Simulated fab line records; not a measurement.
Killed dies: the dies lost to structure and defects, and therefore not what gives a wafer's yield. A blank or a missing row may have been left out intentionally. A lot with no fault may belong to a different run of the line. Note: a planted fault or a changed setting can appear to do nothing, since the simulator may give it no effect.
Split-lot study | flow n5_finfet | route with 1938 steps; 7 lots, 39 wafers read

SPLIT DETAILS
At N5_BEOL_M10_DEP_56 (deposits SiCN from 3MS/NH3, target thk 15 nm, time 26.5 s), the setting target_thk_a was moved away from the recipe's 150 angstrom on 15 of the 39 wafers read, by -29.0% to +43.4%. All remaining wafers had this setting at the recipe value.

Reading taken at the split's own step.

THE READING
SiCN_of_BEOL_M10_DEP_56.thk_nm (the simulator's own value, which no gauge read), in nm, at N5_BEOL_M10_DEP_56 (deposits SiCN from 3MS/NH3, target thk 15 nm, time 26.5 s). The file gives no usual value for it. Across the 24 wafers here that went through the recipe, the average is 15.0 nm and the standard deviation 0.25 nm.

wafer  | tool, chamber at the split | target_thk_a as run, angstrom | against the recipe | SiCN_of_BEOL_M10_DEP_56.thk_nm, nm | against lot-mates on the recipe
L074.1 | pecvd-04, 1                | 214.6                         | +43.1%             | 21.2                               | +6.3
L074.2 | pecvd-04, 2                | 150                           | recipe             | 14.4                               | -
L074.3 | pecvd-04, 0                | 150                           | recipe             | 14.8                               | -
L074.4 | pecvd-04, 2                | 214.6                         | +43.1%             | 21.4                               | +6.5
L074.5 | pecvd-04, 1                | 150                           | recipe             | 15.4                               | -
L074.6 | pecvd-04, 0                | 214.6                         | +43.1%             | 21.8                               | +6.9
L083.3 | pecvd-02, 0                | 150                           | recipe             | 14.6                               | -
L083.4 | pecvd-02, 1,2              | 150                           | recipe             | 15.2                               | -
L083.6 | pecvd-02, 1,2              | 150                           | recipe             | 15.2                               | -
L082.1 | pecvd-04, 0,2              | 150                           | recipe             | 14.6                               | -
L082.4 | pecvd-04, 0,2              | 150                           | recipe             | 14.6                               | -
L082.2 | pecvd-04, 2                | 106.5                         | -29.0%             | 10                                 | -4.7
L082.3 | pecvd-04, 0                | 150                           | recipe             | 14.8                               | -
L082.5 | pecvd-04, 0,2              | 106.5                         | -29.0%             | 10.4                               | -4.3
L082.6 | pecvd-04, 0,2              | 106.5                         | -29.0%             | 10.4                               | -4.3
L089.1 | pecvd-01, 0                | 150                           | recipe             | 14.8                               | -
L089.2 | pecvd-01, 1                | 110.6                         | -26.3%             | 10.8                               | -4.2
L089.3 | pecvd-01, 2                | 110.6                         | -26.3%             | 11                                 | -4.0
L089.4 | pecvd-01, 1                | 150                           | recipe             | 15                                 | -
L089.5 | pecvd-01, 2                | 110.6                         | -26.3%             | 11.2                               | -3.8
L089.6 | pecvd-01, 0                | 150                           | recipe             | 15.2                               | -
L091.1 | pecvd-02, 0                | 150                           | recipe             | 15.2                               | -
L091.2 | pecvd-02, 1,1,2            | 150                           | recipe             | 15                                 | -
L091.5 | pecvd-02, 1,1,2            | 150                           | recipe             | 15                                 | -
L091.6 | pecvd-02, 1,1,2            | 150                           | recipe             | 15                                 | -
L091.3 | pecvd-02, 2                | 150                           | recipe             | 14.8                               | -
L091.4 | pecvd-02, 0                | 150                           | recipe             | 15.4                               | -
L093.1 | pecvd-01, 2,0              | 215.1                         | +43.4%             | 21.4                               | +6.3
L093.2 | pecvd-01, 2,0              | 215.1                         | +43.4%             | 21.4                               | +6.3
L093.3 | pecvd-01, 1,2              | 150                           | recipe             | 15                                 | -
L093.4 | pecvd-01, 1,2              | 150                           | recipe             | 15                                 | -
L093.5 | pecvd-01, 1                | 150                           | recipe             | 15.2                               | -
L093.6 | pecvd-01, 0                | 215.1                         | +43.4%             | 21.6                               | +6.5
L096.1 | pecvd-04, 0                | 211.3                         | +40.9%             | 21                                 | +6.1
L096.2 | pecvd-04, 1,2              | 150                           | recipe             | 14.8                               | -
L096.4 | pecvd-04, 1,2              | 150                           | recipe             | 14.8                               | -
L096.3 | pecvd-04, 2                | 211.3                         | +40.9%             | 20.8                               | +5.9
L096.5 | pecvd-04, 0                | 150                           | recipe             | 15                                 | -
L096.6 | pecvd-04, 1                | 211.3                         | +40.9%             | 21.2                               | +6.3
Rows listing several chambers each stand for several wafers; the file does not say which wafer went through which chamber.

FIT RESULTS
A straight line over all 39 wafers: SiCN_of_BEOL_M10_DEP_56.thk_nm changes by +0.152 nm for each +1% of target_thk_a; r = +1.00; the points scatter about the line by 0.25 nm.
The same after taking each lot's own level away (the mean of its wafers on the recipe; 39 wafers): +0.151 nm for each +1%; r = +1.00; scatter 0.21 nm.
Per that fit: largest target_thk_a move, reading shift of 6.5 nm.
The lots' own levels span 14.67 to 15.07 nm, that is 1.6 times the standard deviation above.
Hence the lot-to-lot level has little effect on the slope; both slopes agree.
Check: +6.55 nm against its lot-mates is what the line predicts for one of the wafers moved furthest among these (+43.4%) when that wafer is left out of the fit. It came out at +6.33 nm against them.

FILE'S OWN FIT
SiCN_of_BEOL_M10_DEP_56.thk_nm changes by +0.151 nm for each +1% of target_thk_a, r = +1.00.
